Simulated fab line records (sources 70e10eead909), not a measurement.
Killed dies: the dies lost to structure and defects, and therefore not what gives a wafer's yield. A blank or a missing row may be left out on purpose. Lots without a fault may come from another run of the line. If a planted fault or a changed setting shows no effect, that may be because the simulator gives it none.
Problem report, 8D (eight disciplines) form, completed by code / flow nandHarc / the parts of the form that need people (team, actions taken, sign-off) are left out

1. THE ISSUE
At NHARC_P_GATE_STRIP_67, runLengthS averages 314.5 s over 6 wafers from 2 lots, while fault-free wafers read 603.1 s, standard deviation 1.3. That is -99 or more standard deviations from the usual mean.
The step: strips in SPM, time 600 s.
Earliest sighting: wafer L818.4 on wetBench-09 at day 13 07:29. The record holds 39 wafers of 13 lots with a number at this step. Rule for "out", or "out of limits": more than 4 standard deviations from the usual mean. Any other wafer with a number is counted as sound.

2. WHAT THIS IS AND IS NOT
question=which readings at this step | is=runLengthS | is not=-
question=which lots | is=L818, L820 | is not=L800, L801, L802, L803, L804, L805, L806, L808, L809, L816, L823
question=which wafers of those lots | is=all that have a number | is not=-
question=read on which tools | is=wetBench-09 | is not=wetBench-03, wetBench-04
question=when | is=from day 13 07:29 | is not=up to then (30 sound wafers); but 3 sound wafers of L823 came after

3. THE SUSPECTS, EACH WITH WHAT RULES IT OUT
Counting: a tool at a process step up to the reading stays a suspect if it ran every lot that is out and no sound lot after the first of them.
- plasmaAsher-01 at NHARC_P_GATE_STRIP_75 (strips in O2): ruled out as a lasting fault. After its first lot that is out, L818 (day 13 02:22), sound lots L823 ran on it.
- wetBench-09 at NHARC_P_GATE_STRIP_67 (strips in SPM, time 600 s): kept. It processed each lot that is out, first L818 at day 13 07:29, and no sound lot thereafter; up to then, the last sound lot it processed was L808 at day 8 23:44. Its own runLengthS readings are out on those wafers.
After counting, what remains is wetBench-09 at NHARC_P_GATE_STRIP_67.

4. THE CAUSE (what the simulator had put in)
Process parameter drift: wetBench-09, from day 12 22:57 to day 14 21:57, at NHARC_P_GATE_STRIP_67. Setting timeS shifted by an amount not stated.
Only this tool survived the counting.

5. THE CHAIN OF EFFECTS, in route order
Each row: a reading whose mean over the struck wafers that have a number lies more than 3 standard deviations from the usual. Only readings whose record carries a usual standard deviation are examined. hours: median over the lots of the time between each lot's start at the first step of this table that gives one and its start at this step. sigmas: the change, counted in usual standard deviations.
hours=0; step=NHARC_P_GATE_STRIP_67; reading=runLengthS; usual=603.1 s; on struck wafers=314.5; change=-288.6; sigmas=-99 or more
Here are the process steps it includes:
- NHARC_P_GATE_STRIP_67: strips in SPM, time 600 s.
Later steps that measure or inspect, where all struck wafers having a row at the step show a number for every such reading and not one has moved that far: NHARC_END_SORT_01.

6. WHAT WOULD HAVE CAUGHT IT SOONER
First out-of-limits reading in this record: day 13 07:29, which is 9 hours after fault onset at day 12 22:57.
